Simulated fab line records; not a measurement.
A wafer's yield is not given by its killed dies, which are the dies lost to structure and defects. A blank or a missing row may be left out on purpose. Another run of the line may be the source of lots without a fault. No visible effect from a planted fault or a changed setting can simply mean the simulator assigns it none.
One fault seen from 2 desks ; flow nand harc ; what lay behind the numbers comes last; until then each desk has only its own

FROM THE METROLOGY DESK
Means of the sampled wafers that have a number, per lot and without regard to the tool the lot ran on: this is what the gauges read. If a lot's mean is further than 4 standard deviations from the usual mean, the lot is out of limits and carries the mark OUT (the distance appears in the brackets).
Columns: A = cd nm at NHARC_P_BONDPAD_CD_MEAS_09, usual 501 nm
lot;first seen here;A
L911;day 6 19:34;502
L914;day 8 00:33;500
L917;day 9 06:01;503
L920;day 10 12:14;500
L922;day 11 08:09;500
L924;day 11 19:58;502
L923;day 11 21:05;497
L929;day 14 04:49;505
L930;day 14 09:36;502
L931;day 14 21:17;502
L932;day 15 14:05;498
L934;day 16 00:25;501
L933;day 16 00:48;503
Result from this desk: across the 13 lots, nothing is out of limits.

TOOL OWNER'S DESK, wet bench-08
The tool's own readings at NHARC_P_BONDPAD_STRIP_16 (strips in post etch residue remover, time 600 s): means of the sampled wafers that have a number, for each lot that ran on this tool. If a lot's mean is further than 4 standard deviations from the usual mean, the lot is out of limits and carries the mark OUT (the distance appears in the brackets).
Columns: A = bath heat duty pct at NHARC_P_BONDPAD_STRIP_16, usual 12.6 %; B = run length s at NHARC_P_BONDPAD_STRIP_16, usual 603.7 s
lot;first seen here;A;B
L911;day 6 20:27;12.2;603.4
L914;day 8 01:26;13.0;604.0
L920;day 10 13:07;13.7;603.3
L929;day 14 05:43;13.1;603.3
L931;day 14 22:18;13.2;604.5
L934;day 16 01:19;12.5;603.8
Result from this desk: across the 6 lots, nothing is out of limits.

ALL TOGETHER
Nothing out of limits was seen by the metrology desk.
Nothing out of limits was seen by the tool owner's desk.

WHAT HAD BEEN PUT IN BY THE SIMULATOR
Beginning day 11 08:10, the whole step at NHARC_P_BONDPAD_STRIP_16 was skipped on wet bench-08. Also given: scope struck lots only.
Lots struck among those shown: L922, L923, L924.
